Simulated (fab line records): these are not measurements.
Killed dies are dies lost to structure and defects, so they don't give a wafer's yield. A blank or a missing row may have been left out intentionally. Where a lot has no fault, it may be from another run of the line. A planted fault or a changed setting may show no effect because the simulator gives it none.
fab line records	flow nandHarc
[record] lots = 6	wafers = 18	lastDay = 22
route steps=1159 shown A_CONTACT@849 END@1159
lots with no fault: from the same line, run without faults
startH: the number of hours between the record's first day and the start of the first shown wafer of the lot	waitH: hours from the lot's prior step to this one	" identical to the entry in the row above	L1.1+2: a row that stands for several wafers	- value missing, or start not given	* or withheld: withheld	< > ~ a bound
route shown NAME@n: NAME is a module with steps in the file, n the number in the route of the first one	usual: mean/standard deviation of fault-free wafers	same: alike in all rows	chamber/n: place in a boat	sites: the reading at each site	_std_site: standard deviation of those values	_edge_site: mean of outer sites minus mean of inner sites	radiusMm: for every site, how far away it sits from the centre of the wafer	mask NAME#n: copy n	behind: tool/chamber where the wafer was last shaped	hold: what put the lot on hold/how long, in hours/how the hold closed	device: whichever transistor did not switch (one of n, p or np)	end of line: the tests these same wafers got at the end of their route	a step without rows: its recipe alone	killed: dies that structure and defects cost at the first sort, which is not the same as the wafer's yield	map: per-die view of a wafer (x killed, . not killed, _ where there is no die)
set.NAME: setting as actually run; set.NAME@STEP: the setting as run at that earlier step	model.NAME: the simulator's own value behind a step, which no gauge read
lots at selected steps of the route; one table per step, one row per wafer
services: the hour from which a tool's chamber was out of use, counted from the record's first day as startH (under 0 if before that day), plus the number of hours and why
[[steps]]
[step NHARC_A_CONTACT_SOFTBAKE_37]
[recipe] tempC = 105	timeS = 55
[step NHARC_A_CONTACT_EBR_38]
[step NHARC_A_CONTACT_EXPOSE_39]
[recipe] na = 1.35	sigmaOuter = 0.8	doseMj = 58.79	maskId = A_CC_3
[step NHARC_A_CONTACT_PEB_40]
[recipe] pebTempC = 100	pebTimeS = 65
[step NHARC_A_CONTACT_DEVELOP_41]
[recipe] developTimeS = 35	devTempC = 23
[step NHARC_A_CONTACT_CD_MEAS_42]
[recipe] targetCdNm = 200	landingEnergyEv = 500
[usual] cdNm = 200.1/0.74
lot.wafer	tool	chamber	startH	waitH	cdNm
L269.2	cdSem-03	0	379.98	-	200.4
L269.4	"	0	"	"	200.7
L269.5	"	0	"	"	200.2
L276.2	cdSem-03	0	431.04	-	199.8
L276.4	"	0	"	"	199.3
L276.5	"	0	"	"	199.2
L275.2	cdSem-03	0	434.90	-	200.7
L275.3	"	0	"	"	199.8
L275.6	"	0	"	"	199.9
L279.4	cdSem-02	0	441.18	-	199.4
L279.5	"	0	"	"	200.1
L279.6	"	0	"	"	200.3
L278.2	cdSem-03	0	441.33	-	199.4
L278.5	"	0	"	"	199.3
L278.6	"	0	"	"	199.9
L280.1	cdSem-01	0	453.59	-	200.0
L280.2	"	0	"	"	199.0
L280.3	"	0	"	"	199.1
[step NHARC_A_CONTACT_OVL_MEAS_43]
[usual] overlayXNm = 0.0/0.54	overlayYNm = 0.0/0.83
lot.wafer	tool	chamber	startH	waitH	overlayXNm	overlayYNm
L269.2	overlay-02	-	380.07	-	0.7	0.2
L269.4	"	-	"	"	0.4	0.7
L269.5	"	-	"	"	0.4	0.2
L276.2	overlay-02	-	431.13	-	0.3	-0.5
L276.4	"	-	"	"	0.4	-0.2
L276.5	"	-	"	"	0.4	0.2
L275.2	overlay-02	-	434.98	-	0.3	-0.8
L275.3	"	-	"	"	0.4	-1.0
L275.6	"	-	"	"	0.3	-0.7
L279.4	overlay-01	-	441.26	-	-0.7	-1.0
L279.5	"	-	"	"	-1.4	-1.3
L279.6	"	-	"	"	-1.0	-0.5
L278.2	overlay-02	-	441.41	-	0.0	-0.7
L278.5	"	-	"	"	0.0	-0.4
L278.6	"	-	"	"	0.2	-0.2
L280.1	overlay-02	-	453.67	-	-0.2	-0.1
L280.2	"	-	"	"	-0.2	-0.2
L280.3	"	-	"	"	-0.2	-0.3
[step NHARC_A_CONTACT_INSPECT_44]
[usual] rawDefectCount = 28/11
lot.wafer	tool	chamber	startH	waitH	rawDefectCount
L269.2	defectInspect-01	-	380.10	0.0	8
L269.4	"	-	"	"	13
L269.5	"	-	"	"	11
L276.2	defectInspect-01	-	431.16	0.0	31
L276.4	"	-	"	"	23
L276.5	"	-	"	"	20
L275.2	defectInspect-02	-	435.02	0.0	19
L275.3	"	-	"	"	34
L275.6	"	-	"	"	32
L279.4	defectInspect-01	-	441.30	0.0	59
L279.5	"	-	"	"	47
L279.6	"	-	"	"	35
L278.2	defectInspect-02	-	441.45	0.0	22
L278.5	"	-	"	"	29
L278.6	"	-	"	"	34
L280.1	defectInspect-02	-	453.71	0.0	9
L280.2	"	-	"	"	15
L280.3	"	-	"	"	10
[step NHARC_A_CONTACT_DESCUM_47]
[recipe] timeS = 3	o2FlowSccm = 200	arFlowSccm = 0	biasPowerW = 0	chemistry = O2
[step NHARC_A_CONTACT_ETCH_48]
[recipe] targetDepthA = 390	overEtchFrac = 0.3	timeS = 65	ionEnergyEv = 80	cf4FlowSccm = 150	arFlowSccm = 0	rfW = 300	biasW = 100	chemistry = CF4
[step NHARC_A_CONTACT_ETCH_49]
[recipe] targetDepthA = 2600	overEtchFrac = 0.3	timeS = 475.3	ionEnergyEv = 200	n2FlowSccm = 150	h2FlowSccm = 150	arFlowSccm = 0	rfW = 400	biasW = 150	chemistry = N2/H2
[step NHARC_A_CONTACT_ETCH_50]
[recipe] targetDepthA = 847	timeS = 42.4	cf4FlowSccm = 100	chf3FlowSccm = 30	arFlowSccm = 0	rfW = 500	biasW = 200	chemistry = CF4/CHF3
[step NHARC_A_CONTACT_ETCH_51]
[recipe] targetDepthA = 36000	overEtchFrac = 0.3	timeS = 936	ionEnergyEv = 150	o2FlowSccm = 400	cosFlowSccm = 20	arFlowSccm = 0	rfW = 500	biasW = 300	chemistry = O2/COS
[usual] cosFlowSccm = 20.00/0.065	drypumpMotorCurrentA = 5.6/0.39	mfcArSccm = 0.011/0.014	oesProductAu = 1.005/0.016	rfVppV = 313.6/2.6	showerheadPlenumPTorr = 3.08/0.17	throttleValvePct = 28.331/0.0094
lot.wafer	tool	chamber	startH	waitH	cosFlowSccm	drypumpMotorCurrentA	mfcArSccm	oesProductAu	rfHoursCounterH	rfVppV	showerheadPlenumPTorr	throttleValvePct
L269.4	rieDiel-11	3	383.67	-	20.02	5.3	0	0.986	4	312.3	2.95	28.333
L269.2	"	1	"	"	20.05	5.5	0	1.000	4	309.2	2.92	28.336
L269.5	"	3	"	"	20.01	5.3	0	0.983	-	312.7	2.95	28.324
L276.4	rieDiel-10	0	431.85	-	20.00	5.7	0.010	1.018	15	316.0	3.07	28.315
L276.2	"	2	"	"	20.00	6.1	0.013	0.984	15	316.1	3.29	28.343
L276.5	"	0	"	"	20.07	5.7	0.010	1.012	-	313.6	3.07	28.338
L275.3	rieDiel-10	1	436.57	-	19.98	5.3	0	1.013	17	311.1	2.90	28.323
L275.2	"	2	"	"	20.05	6.0	0.013	0.966	16	316.6	3.29	28.336
L275.6	"	0	"	"	20.00	5.7	0.010	1.020	-	313.2	3.07	28.350
L279.4	rieDiel-03	1	442.02	-	20.09	5.2	0.000	1.015	16	312.9	3.02	28.333
L279.5	"	0	"	"	20.04	5.7	0	1.017	-	316.0	3.30	28.337
L279.6	"	1	"	"	20.03	5.2	0.000	1.022	-	312.1	3.02	28.363
L278.2	rieDiel-10	3	442.28	-	19.95	5.2	0.042	1.008	18	312.2	3.04	28.324
L278.6	"	3	"	"	19.96	5.2	0.042	1.014	-	313.4	3.04	28.318
L278.5	"	0	"	"	20.05	5.7	0.010	1.015	-	313.6	3.07	28.331
L280.1	rieDiel-11	3	454.70	-	20.02	5.3	0	0.981	30	311.2	2.93	28.326
L280.3	"	1	"	"	19.99	5.5	0	0.988	30	311.2	2.91	28.335
L280.2	"	2	"	"	20.01	6.1	0.017	1.011	30	310.0	2.90	28.329
[step NHARC_A_CONTACT_ETCH_111]
[recipe] sourceW = withheld	pressureMtorr = 20	biasV = withheld	timeS = 140	targetDepthA = 7000	arFlowSccm = withheld	c4f8FlowSccm = withheld	o2FlowSccm = withheld	chemistry = C4F8/O2/Ar
[step NHARC_A_CONTACT_ETCH_112]
[recipe] sourceW = withheld	pressureMtorr = 20	biasV = 3000	timeS = 94	targetDepthA = 9220	arFlowSccm = withheld	c4f8FlowSccm = withheld	o2FlowSccm = withheld	chemistry = C4F8/O2/Ar
lot.wafer	tool	chamber	startH	waitH	rfHoursCounterH
L269.2	harCapEtch-02	1	384.47	0.2	11
L269.4	"	0	"	"	-
L269.5	"	1	"	"	-
L276.2	harCapEtch-01	1	432.73	0.1	65
L276.4	"	0	"	"	-
L276.5	"	0	"	"	-
L275.2	harCapEtch-01	0	437.30	0.2	66
L275.3	"	0	"	"	-
L275.6	"	1	"	"	-
L279.4	harCapEtch-03	0	442.84	0.1	-
L279.5	"	0	"	"	-
L279.6	"	1	"	"	-
L278.2	harCapEtch-01	0	443.15	0.1	67
L278.6	"	1	"	"	-
L278.5	"	0	"	"	-
L280.1	harCapEtch-03	1	455.69	0.2	92
L280.2	"	0	"	"	92
L280.3	"	0	"	"	-
[step NHARC_A_CONTACT_ETCH_113]
[recipe] sourceW = withheld	pressureMtorr = 20	biasV = 3000	timeS = 94	targetDepthA = 9220	arFlowSccm = withheld	c4f8FlowSccm = withheld	o2FlowSccm = withheld	chemistry = C4F8/O2/Ar
lot.wafer	tool	chamber	startH	waitH	rfHoursCounterH
L269.2	harCapEtch-02	1	384.56	0.1	11
L269.4	"	0	"	"	-
L269.5	"	1	"	"	-
L276.2	harCapEtch-01	1	432.82	0.1	65
L276.4	"	0	"	"	-
L276.5	"	0	"	"	-
L275.2	harCapEtch-01	0	437.39	0.1	66
L275.3	"	0	"	"	-
L275.6	"	1	"	"	-
L279.4	harCapEtch-03	0	442.94	0.1	-
L279.5	"	0	"	"	-
L279.6	"	1	"	"	-
L278.2	harCapEtch-01	0	443.24	0.1	67
L278.6	"	1	"	"	-
L278.5	"	0	"	"	-
L280.1	harCapEtch-03	1	455.78	0.1	93
L280.2	"	0	"	"	93
L280.3	"	0	"	"	-
[step NHARC_A_CONTACT_ETCH_114]
[recipe] sourceW = withheld	pressureMtorr = 20	biasV = 3000	timeS = 94	targetDepthA = 9220	arFlowSccm = withheld	c4f8FlowSccm = withheld	o2FlowSccm = withheld	chemistry = C4F8/O2/Ar
[step NHARC_A_CONTACT_ETCH_115]
[recipe] sourceW = withheld	pressureMtorr = 20	biasV = 3000	timeS = 94	targetDepthA = 9220	arFlowSccm = withheld	c4f8FlowSccm = withheld	o2FlowSccm = withheld	chemistry = C4F8/O2/Ar
[step NHARC_A_CONTACT_ETCH_116]
[recipe] sourceW = withheld	pressureMtorr = 20	biasV = 3000	timeS = 94	targetDepthA = 9220	arFlowSccm = withheld	c4f8FlowSccm = withheld	o2FlowSccm = withheld	chemistry = C4F8/O2/Ar
[step NHARC_A_CONTACT_ETCH_117]
[recipe] sourceW = withheld	pressureMtorr = 20	biasV = 3000	timeS = 94	targetDepthA = 9220	arFlowSccm = withheld	c4f8FlowSccm = withheld	o2FlowSccm = withheld	chemistry = C4F8/O2/Ar
[step NHARC_A_CONTACT_ETCH_118]
[recipe] sourceW = withheld	pressureMtorr = 20	biasV = 3000	timeS = 94	targetDepthA = 9220	arFlowSccm = withheld	c4f8FlowSccm = withheld	o2FlowSccm = withheld	chemistry = C4F8/O2/Ar
[step NHARC_A_CONTACT_ETCH_119]
[recipe] sourceW = withheld	pressureMtorr = 20	biasV = 3000	timeS = 94	targetDepthA = 9220	arFlowSccm = withheld	c4f8FlowSccm = withheld	o2FlowSccm = withheld	chemistry = C4F8/O2/Ar
[step NHARC_A_CONTACT_ETCH_120]
[recipe] sourceW = withheld	pressureMtorr = 20	biasV = 3000	timeS = 94	targetDepthA = 9220	arFlowSccm = withheld	c4f8FlowSccm = withheld	o2FlowSccm = withheld	chemistry = C4F8/O2/Ar
[step NHARC_A_CONTACT_ETCH_121]
[recipe] sourceW = withheld	pressureMtorr = 20	biasV = 3000	timeS = 94	targetDepthA = 9220	arFlowSccm = withheld	c4f8FlowSccm = withheld	o2FlowSccm = withheld	chemistry = C4F8/O2/Ar
[step NHARC_A_CONTACT_ETCH_122]
[recipe] sourceW = withheld	pressureMtorr = 20	biasV = 3000	timeS = 95	targetDepthA = 9300	arFlowSccm = withheld	c4f8FlowSccm = withheld	o2FlowSccm = withheld	chemistry = C4F8/O2/Ar
[step NHARC_A_CONTACT_ETCH_123]
[recipe] sourceW = withheld	pressureMtorr = 20	biasV = 400	timeS = 253	targetDepthA = 10900	arFlowSccm = withheld	c4f8FlowSccm = 11.5	o2FlowSccm = 7.2	chemistry = C4F8/O2/Ar
[step NHARC_A_CONTACT_ETCH_90]
[recipe] targetDepthA = 400	overEtchFrac = 0.5	timeS = 85.7	ionEnergyEv = 120	ch3fFlowSccm = 50	o2FlowSccm = 30	arFlowSccm = 200	rfW = 500	biasW = 100	chemistry = CH3F/O2
[step NHARC_A_CONTACT_ETCH_96]
[recipe] targetDepthA = 200	overEtchFrac = 0.5	timeS = 10	ionEnergyEv = 250	c4f6FlowSccm = 25	o2FlowSccm = 20	arFlowSccm = 500	rfW = 600	biasW = 500	chemistry = C4F6/O2
[usual] drypumpMotorCurrentA = 5.6/0.33	mfcArSccm = 500.1/1.4	oesProductAu = 0.980/0.028	rfVppV = 546/4.1	showerheadPlenumPTorr = 3.90/0.2	throttleValvePct = 26.903/0.0089
lot.wafer	tool	chamber	startH	waitH	drypumpMotorCurrentA	mfcArSccm	oesProductAu	rfHoursCounterH	rfVppV	showerheadPlenumPTorr	throttleValvePct
L269.2	rieDiel-03	1	-	-	5.2	501.7	0.966	51	545	3.81	26.911
L269.4	"	3	"	"	5.6	498.9	0.950	65	541	3.67	26.909
L269.5	"	0	"	"	5.6	499.6	0.967	-	551	4.15	26.913
L276.2	rieDiel-10	2	-	-	6.1	496.9	0.938	15	551	4.12	26.897
L276.4	"	3	"	"	5.2	501.1	0.963	15	545	3.83	26.878
L276.5	"	0	"	"	5.7	498.9	0.967	-	546	3.86	26.900
L275.3	rieDiel-10	0	-	-	5.7	501.7	0.935	17	544	3.86	26.904
L275.2	"	1	"	"	5.3	501.6	0.961	17	542	3.65	26.905
L275.6	"	0	"	"	5.7	501.4	0.948	-	547	3.86	26.911
L279.4	rieDiel-11	1	444.59	0.1	5.5	499.0	0.986	-	542	3.66	26.921
L279.5	"	2	"	"	6.1	499.5	1.008	-	542	3.66	26.894
L279.6	"	3	"	"	5.4	501.2	0.984	-	541	3.70	26.905
L278.2	rieDiel-03	3	-	-	5.6	499.4	1.007	16	553	4.22	26.911
L278.5	"	3	"	"	5.6	498.8	1.002	-	553	4.22	26.911
L278.6	"	0	"	"	5.7	500.0	0.995	-	552	4.13	26.897
L280.2	rieDiel-10	2	-	-	6.1	499.8	0.967	21	551	4.12	26.913
L280.1	"	3	"	"	5.2	502.0	1.019	21	546	3.82	26.898
L280.3	"	1	"	"	5.3	502.6	1.021	21	541	3.65	26.901
[step NHARC_A_CONTACT_CD_MEAS_53]
[usual] cdNm = 189.4/0.8
lot.wafer	tool	chamber	startH	waitH	cdNm
L269.2	cdSem-02	-	386.28	-	188.5
L269.4	"	-	"	"	189.2
L269.5	"	-	"	"	190.4
L276.2	cdSem-02	-	434.54	-	189.3
L276.4	"	-	"	"	189.4
L276.5	"	-	"	"	190.1
L275.2	cdSem-03	-	439.13	-	187.8
L275.3	"	-	"	"	188.0
L275.6	"	-	"	"	188.3
L279.4	cdSem-02	-	444.68	-	189.3
L279.5	"	-	"	"	188.0
L279.6	"	-	"	"	189.1
L278.2	cdSem-01	-	444.98	-	190.1
L278.5	"	-	"	"	189.8
L278.6	"	-	"	"	189.5
L280.1	cdSem-02	-	457.66	-	188.9
L280.2	"	-	"	"	188.8
L280.3	"	-	"	"	188.6
[step NHARC_A_CONTACT_STRIP_99]
[recipe] n2FlowSccm = 150	h2FlowSccm = 150	arFlowSccm = 0	biasW = 0	chemistry = N2/H2
[step NHARC_A_CONTACT_STRIP_100]
[recipe] cf4FlowSccm = 100	chf3FlowSccm = 30	arFlowSccm = 0	biasW = 0	chemistry = CF4/CHF3
[step NHARC_A_CONTACT_STRIP_101]
[recipe] o2FlowSccm = 400	cosFlowSccm = 20	arFlowSccm = 0	biasW = 0	chemistry = O2/COS
[step NHARC_A_CONTACT_ETCH_102]
[recipe] targetDepthA = 700	overetchA = 70	timeS = 38.5	ionEnergyEv = 100	cf4FlowSccm = 80	o2FlowSccm = 20	arFlowSccm = 0	rfW = 300	biasW = 100	chemistry = CF4/O2
[step NHARC_A_CONTACT_STRIP_55]
[recipe] o2FlowSccm = 500	arFlowSccm = 0	biasW = 0	chemistry = O2
[step NHARC_A_CONTACT_STRIP_56]
[recipe] timeS = 600	tempC = 30	chemistry = postEtchResidueRemover
[step NHARC_A_CONTACT_DEP_57]
[recipe] targetThkA = 28000	tempC = 400	material = aC
[usual] throttleValvePct = 35.001/0.0087
lot.wafer	tool	chamber	startH	waitH	throttleValvePct
L269.2	aclDep-01	0	388.04	-	35.014
L269.4	"	0	"	"	34.996
L269.5	"	0	"	"	34.997
L276.2	aclDep-02	0	436.67	-	35.003
L276.4	"	0	"	"	34.996
L276.5	"	0	"	"	35.007
L275.2	aclDep-03	0	440.70	-	35.000
L275.3	"	0	"	"	34.997
L275.6	"	0	"	"	34.994
L279.4	aclDep-01	0	448.79	-	35.018
L279.5	"	0	"	"	35.003
L279.6	"	0	"	"	34.986
L278.2	aclDep-03	0	449.00	-	35.000
L278.5	"	0	"	"	35.001
L278.6	"	0	"	"	34.996
L280.1	aclDep-03	0	458.89	-	35.005
L280.2	"	0	"	"	35.005
L280.3	"	0	"	"	34.999
[step NHARC_A_CONTACT_DEP_58]
[recipe] targetThkA = 600	targetThkNm = 60	tempC = 400	pressureTorr = 3.5	flowSccm = 200	rfW = 350	material = SiON
[usual] heaterPowerW = 730/73	showerheadVppV = 1133/42
lot.wafer	tool	chamber	startH	waitH	heaterPowerW	showerheadVppV
L269.2	pecvd-01	2	389.55	1.2	831	1091
L269.4	"	0	"	"	770	1112
L269.5	"	1	"	"	875	1189
L276.2	pecvd-01	0	438.19	1.2	664	1117
L276.4	"	0	"	"	642	1115
L276.5	"	1	"	"	707	1174
L275.2	pecvd-01	1	442.24	1.3	793	1184
L275.3	"	2	"	"	695	1095
L275.6	"	2	"	"	712	1097
L279.5	pecvd-02	1	449.80	0.4	693	1185
L279.4	"	2	"	"	657	1103
L279.6	"	0	"	"	807	1139
L278.2	pecvd-02	1	450.51	1.2	682	1204
L278.6	"	2	"	"	648	1098
L278.5	"	0	"	"	768	1134
L280.3	pecvd-01	1	460.59	0.9	680	1158
L280.2	"	2	"	"	729	1109
L280.1	"	0	"	"	698	1113
[step NHARC_A_CONTACT_DEHYDRATE_59]
[recipe] tempC = 150	timeS = 120
[step NHARC_A_CONTACT_HMDS_60]
[recipe] timeS = 30
[step NHARC_A_CONTACT_COAT_61]
[recipe] tempC = 260	timeS = 75
[step NHARC_A_CONTACT_COAT_62]
[recipe] tempC = 225	timeS = 65
[step NHARC_A_CONTACT_COAT_63]
[recipe] spinRpm = 1500	resistThkNm = 90
[step NHARC_END_SORT_01]
[recipe] tempC = 25
[usual] killedAtArray = 26/8.4	killedAtOther = 0.7/0.97	killedAtPeriphery = 3.2/2.2	killedDies = 30/8.5	killedOpen = 3.4/2	killedShort = 2/1.3
[same] grossDies = 677
lot.wafer	tool	chamber	startH	waitH	killedAtArray	killedAtOther	killedAtPeriphery	killedDies	killedOpen	killedShort
L269.2	prober-01	0	458.14	2.8	9	0	3	12	6	2
L269.4	prober-01	0	459.71	3.4	14	1	3	18	5	1
L269.5	prober-01	0	460.50	3.6	16	0	4	20	8	1
L275.2	prober-02	0	506.09	2.8	112	0	7	119	6	4
L275.3	prober-02	0	506.88	3.1	109	0	2	111	2	1
L275.6	prober-02	0	509.26	4.0	72	0	1	73	2	1
L279.4	prober-01	0	515.53	3.4	34	1	1	36	3	0
L279.5	prober-01	0	516.34	3.8	36	0	3	39	4	3
L279.6	prober-01	0	517.16	4.1	43	0	2	45	7	1
L280.1	prober-01	0	521.02	2.5	15	0	3	18	5	2
L280.2	prober-01	0	521.82	2.8	25	1	8	34	9	2
L280.3	prober-01	0	522.62	3.1	16	3	4	23	4	1
L278.2	prober-02	0	521.61	2.8	82	0	5	87	3	1
L278.5	prober-02	0	523.99	3.7	85	0	1	86	5	3
L278.6	prober-02	0	524.79	4.0	92	0	3	95	4	0
// killed by level:class
L269.2 A_BONDPAD:chamberFilmFlake=3 P_GATE:geometricParticle:open=2 A_M1:geometricParticle:open=2 P_M0:geometricParticle:open=1 A_ONON_D1:geometricParticle:short=1 A_CONTACT:geometricParticle:open=1 A_M1:geometricParticle:short=1 A_WL_FILL:chamberFilmFlake=1
L269.4 A_CONTACT:chamberFilmFlake=4 A_STAIRCASE:chamberFilmFlake=3 A_CHANNEL_HOLE_D1:chamberFilmFlake=2 A_SLIT:chamberFilmFlake=2 P_CONTACT:geometricParticle:open=1 P_M0:geometricParticle:open=1 P_M1:geometricParticle:short=1 A_SGD_CUT:geometricParticle:open=1
L269.5 A_SLIT:chamberFilmFlake=4 P_GATE:geometricParticle:open=2 A_M0:geometricParticle:open=2 A_ZERO_WELL:chamberFilmFlake=2 P_CONTACT:geometricParticle:open=1 P_M1:geometricParticle:open=1 A_ONON_D1:geometricParticle:open=1 A_ONON_D1:geometricParticle:short=1
L275.2 A_CONTACT:unspecified=91 A_CHANNEL_HOLE_D1:chamberFilmFlake=14 P_CONTACT:geometricParticle:open=3 A_CHANNEL_FILL_D1:geometricParticle:short=2 A_CONTACT:chamberFilmFlake=2 P_GATE:geometricParticle:open=1 P_CONTACT:geometricParticle:short=1 A_WL_FILL:geometricParticle:short=1
L275.3 A_CONTACT:unspecified=83 A_CHANNEL_HOLE_D1:chamberFilmFlake=21 A_CONTACT:chamberFilmFlake=3 P_M0:geometricParticle:open=1 A_ONON_D1:geometricParticle:open=1 A_WL_FILL:geometricParticle:short=1 P_STI:chamberFilmFlake=1
L275.6 A_CONTACT:unspecified=48 A_CHANNEL_HOLE_D1:chamberFilmFlake=16 A_WL_FILL:chamberFilmFlake=2 A_CONTACT:chamberFilmFlake=2 P_M2:geometricParticle:open=1 A_WL_FILL:geometricParticle:short=1 A_WL_FILL:geometricParticle:open=1 A_ZERO_WELL:chamberFilmFlake=1
L279.4 A_CHANNEL_HOLE_D1:chamberFilmFlake=16 A_SLIT:chamberFilmFlake=8 A_STAIRCASE:chamberFilmFlake=6 A_CONTACT:geometricParticle:open=2 A_BLC:geometricParticle:open=1 P_GATE:chamberFilmFlake=1 A_M1:chamberFilmFlake=1 THIN_TSV:chamberFilmFlake=1
L279.5 A_CHANNEL_HOLE_D1:chamberFilmFlake=17 A_SLIT:chamberFilmFlake=7 A_CONTACT:chamberFilmFlake=3 A_CHANNEL_FILL_D1:geometricParticle:open=2 A_CONTACT:geometricParticle:open=2 P_GATE:chamberFilmFlake=2 P_GATE:geometricParticle:short=1 A_CHANNEL_HOLE_D1:geometricParticle:short=1
L279.6 A_SLIT:chamberFilmFlake=12 A_CHANNEL_HOLE_D1:chamberFilmFlake=11 A_CONTACT:chamberFilmFlake=4 A_M1:chamberFilmFlake=4 A_M0:geometricParticle:open=3 A_STAIRCASE:chamberFilmFlake=3 P_GATE:chamberFilmFlake=2 A_CHANNEL_FILL_D1:geometricParticle:open=1
L280.1 A_CONTACT:chamberFilmFlake=4 A_CONTACT:geometricParticle:open=3 A_CHANNEL_HOLE_D1:chamberFilmFlake=3 A_STAIRCASE:chamberFilmFlake=2 P_GATE:geometricParticle:open=1 P_CONTACT:geometricParticle:open=1 A_CONTACT:geometricParticle:short=1 A_M1:geometricParticle:short=1
L278.2 A_CONTACT:unspecified=64 A_SLIT:chamberFilmFlake=6 A_CONTACT:chamberFilmFlake=6 P_GATE:chamberFilmFlake=3 A_STAIRCASE:chamberFilmFlake=3 P_CONTACT:geometricParticle:open=1 A_WL_FILL:geometricParticle:short=1 A_BLC:geometricParticle:open=1
L280.2 A_CHANNEL_HOLE_D1:chamberFilmFlake=7 A_CONTACT:geometricParticle:open=3 A_BLC:geometricParticle:open=3 P_ZERO_WELL:chamberFilmFlake=3 P_GATE:chamberFilmFlake=3 A_STAIRCASE:chamberFilmFlake=3 A_CONTACT:chamberFilmFlake=3 P_CONTACT:geometricParticle:short=1
L280.3 A_CONTACT:chamberFilmFlake=5 THIN_TSV:chamberFilmFlake=3 A_WL_FILL:geometricParticle:open=2 A_CHANNEL_FILL_D1:chamberFilmFlake=2 A_STAIRCASE:chamberFilmFlake=2 A_M1:chamberFilmFlake=2 P_CONTACT:geometricParticle:short=1 P_CONTACT:geometricParticle:open=1
L278.5 A_CONTACT:unspecified=56 A_SLIT:chamberFilmFlake=12 A_CHANNEL_HOLE_D1:chamberFilmFlake=3 A_CHANNEL_FILL_D1:chamberFilmFlake=3 A_STAIRCASE:chamberFilmFlake=3 A_CHANNEL_HOLE_D1:geometricParticle:open=2 P_M0:geometricParticle:open=1 A_ONON_D1:geometricParticle:short=1
L278.6 A_CONTACT:unspecified=68 A_SLIT:chamberFilmFlake=6 A_CONTACT:chamberFilmFlake=6 A_CHANNEL_HOLE_D1:chamberFilmFlake=4 A_STAIRCASE:chamberFilmFlake=4 P_BONDPAD:chamberFilmFlake=2 A_SOURCE_PLATE:geometricParticle:open=1 A_ONON_D1:geometricParticle:open=1
// map L275.2 (x killed, . not)
____________.____________
_________......._________
_______..........._______
______...xx..xx....______
_____...x.xxxxx....._____
____....x.xxxxxx.....____
____.....xxxxxxxx....____
___......xxxxxxxxx....___
___.....xxxxxxxxx.....___
__...x.x.xxxxxxx.......__
__......xxxxxxxx.......__
_........xxxxxxxx......._
_........xxxxxxx........_
_........xxxxxxx........_
_........x.xxxxx.......x_
_...x......xxx...x......_
..........x.x..x.........
....x...........x........
....................x....
...........x............x
.......................xx
_....................xxx_
_................x..x.xx_
_.....................xx_
_......................._
_...x.................x._
__.....................__
__...x.................__
___...................___
___...........x.x.....___
____.x...............____
____.................____
_____..............._____
______.............______
_______..........._______
_________......._________
____________.____________
// map L278.6 (x killed, . not)
____________.____________
_________......._________
_______..........._______
______.............______
_____..............._____
____.................____
____.................____
___.x.................___
___..x................___
__x..................xx__
__..x.............x.x..__
_...................xxxx_
_...x.x.........x.xxxxxx_
_...x..............xxxxx_
_.................xxxxxx_
_.................xxxxxx_
...................xxxxxx
..................xxxxxxx
...................xxxxxx
...................xxxxxx
...................xxxxxx
_...................xxxx_
_......x............xxxx_
_........x.............x_
_.x........x............_
_......................._
__.....................__
__.....x..x...........x__
___................x..___
___...........x....x.x___
____.......x.........____
____...............xx____
_____..............._____
______....x........______
_______..........x_______
_________......._________
____________.____________
[[services]]
tool	chamber	startH	hours	kind
rieDiel-10	0	362.50	-	clean
rieDiel-10	1	362.50	-	clean
rieDiel-10	2	362.50	-	clean
rieDiel-10	3	362.50	-	clean
rieDiel-11	-	368.22	9.0	pm
rieDiel-10	0	387.00	-	clean
rieDiel-10	1	387.00	-	clean
rieDiel-10	2	387.00	-	clean
rieDiel-10	3	387.00	-	clean
rieDiel-03	-	392.56	9.0	pm
aclDep-03	-	406.51	13.0	pm
rieDiel-10	0	411.51	-	clean
rieDiel-10	1	411.51	-	clean
rieDiel-10	2	411.51	-	clean
rieDiel-10	3	411.51	-	clean
rieDiel-10	1	416.03	3.8	repair
harCapEtch-03	-	416.76	1.5	repair
rieDiel-11	0	416.98	5.5	repair
pecvd-01	-	418.23	13.0	pm
rieDiel-10	0	436.01	-	clean
rieDiel-10	1	436.01	-	clean
rieDiel-10	2	436.01	-	clean
rieDiel-10	3	436.01	-	clean
rieDiel-11	0	439.12	16.0	repair
[[key]]
[firstSign] step = NHARC_END_SORT_01	reading = killedAtArray	direction = up	sigmas = 7.8	usual = 26	struck = 92
[effect] step = NHARC_END_SORT_01	reading = killedDies	direction = up	sigmas = 7.7	usual = 30	struck = 95
[moreKillsBornAt] NHARC_A_CONTACT_ETCH_51@rieDiel-10 = 409
metAt NHARC_A_CONTACT_ETCH_51
struckWafers L275.2,L275.3,L275.6,L278.2,L278.5,L278.6
testerLeftOut L275,L278
onsetBetween 431.85 436.57
alsoFits NHARC_A_CONTACT_ETCH_112:harCapEtch-01,NHARC_A_CONTACT_ETCH_113:harCapEtch-01
[fault] kind = chamberParticleSource	tool = rieDiel-10	chamber = -	onsetH = 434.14	steps = NHARC_A_CONTACT_ETCH_51	ratePerVisitCm2 = 0.94066	endH = 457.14
// testerLeftOut: of these lots the tester's yield and bins aren't shown, on N5 and GAA mostly nor the transistor test; their killed dies are dies lost to structure and defects alone, not to doping, threshold or leakage, so they don't give the yield
